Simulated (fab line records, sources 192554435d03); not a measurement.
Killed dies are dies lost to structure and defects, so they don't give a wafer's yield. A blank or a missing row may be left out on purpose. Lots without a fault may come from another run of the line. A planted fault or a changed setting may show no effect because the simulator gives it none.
Chamber matching | flow n5_finfet | N5_GATE_CUT_ALD_22 on ald_sin-03: 4 sister chambers
The step deposits SiNx, target thk 16 nm, pulse time 1 s, ald cycles 320. 8 wafers are shown with their chamber, then 8 later ones without.

WAFERS WITH THEIR CHAMBER
wafer  | chamber | heater_power_outer_w (W) | heater_power_w (W)
L075.2 | 3       | 546                      | 877
L080.2 | 1       | 608                      | 910
L085.3 | 0       | 493                      | 796
L085.6 | 1       | 600                      | 893
L086.2 | 2       | 634                      | 1025
L086.3 | 0       | 494                      | 784
L086.6 | 3       | 553                      | 859
L093.3 | 2       | 618                      | 1048

WAFERS WITHOUT THEIR CHAMBER
wafer  | heater_power_outer_w (W) | heater_power_w (W)
L093.5 | 580                      | 900
L093.6 | 498                      | 802
L095.1 | 631                      | 1081
L095.4 | 520                      | 860
L095.6 | 489                      | 799
L096.1 | 626                      | 1045
L096.3 | 520                      | 828
L096.6 | 492                      | 802

WHICH CHAMBER EACH WENT THROUGH
wafer  | from the rows above     | in truth
L093.5 | can't be placed: 1 or 3 | 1
L093.6 | 0                       | 0
L095.1 | 2                       | 2
L095.4 | 3                       | 3
L095.6 | 0                       | 0
L096.1 | 2                       | 2
L096.3 | can't be placed: 0 or 3 | 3
L096.6 | 0                       | 0
Placed correctly: 6 of 8. Can't be placed from these rows: 2 (the true chamber is among the candidates in 2). Placed wrongly: 0.
How it was worked out, from the rows above alone: a wafer's distance from a chamber is the root of the sum, over the readings, of the square of ((its reading less the chamber's mean) divided by the reading's scatter). The wafer belongs to the nearest chamber; if the next one is less than 2 further off, it can't be placed. A chamber's mean is the mean of its shown wafers. The scatter: the root of (the sum of the squares of (reading less its chamber's mean) over the shown wafers, divided by (wafers less chambers)).
